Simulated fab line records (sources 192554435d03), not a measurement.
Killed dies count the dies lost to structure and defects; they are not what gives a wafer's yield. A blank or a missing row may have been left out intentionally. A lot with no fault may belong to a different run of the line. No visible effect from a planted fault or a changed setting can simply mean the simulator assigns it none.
Chamber matching | flow n5-finfet | 3 sister chambers for N5_BEOL_M3_DEP_57 on pecvd-04
The step deposits SiCN from 3MS/NH3, target thk 8 nm, time 14 s. 3 wafers are shown with their chamber, then 12 later ones without.

## EACH WAFER AND ITS CHAMBER
wafer  | chamber | throttle-valve-pct (%)
L087.3 | 2       | 8.9
L087.4 | 0       | 9.3
L087.6 | 1       | 8.5

## WAFERS MISSING THEIR CHAMBER
wafer  | throttle-valve-pct (%)
L089.4 | 8.6
L089.5 | 9.1
L089.6 | 9.0
L090.1 | 9.0
L090.2 | 9.5
L090.3 | 8.6
L090.4 | 9.1
L090.5 | 8.8
L090.6 | 8.4
L093.2 | 8.4
L093.5 | 8.2
L093.6 | 9.3

## CHAMBER TAKEN BY EACH
wafer  | from the rows above     | in truth
L089.4 | can't be placed: 1 or 2 | 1
L089.5 | can't be placed: 2 or 0 | 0
L089.6 | can't be placed: 2 or 0 | 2
L090.1 | can't be placed: 2 or 0 | 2
L090.2 | 0                       | 0
L090.3 | can't be placed: 1 or 2 | 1
L090.4 | can't be placed: 2 or 0 | 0
L090.5 | can't be placed: 2 or 1 | 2
L090.6 | 1                       | 1
L093.2 | 1                       | 1
L093.5 | 1                       | 1
L093.6 | 0                       | 0
Correct placement for 5 of the 12. From these rows, 7 cannot be placed; in 7 the true chamber is one of the candidates. Number placed wrongly: 0.
How it was worked out, from the rows above alone: a wafer's distance from a chamber is the root of the sum, over the readings, of the square of ((its reading less the chamber's mean) divided by the reading's scatter). If the next closest chamber is less than 2 further off than the closest, the wafer can't be placed; otherwise it belongs to the closest. A chamber's mean is the mean of its shown wafers. The scatter (one wafer shown for each chamber): square how far every hidden wafer sits from the nearest shown wafer, average those squares and take the square root.
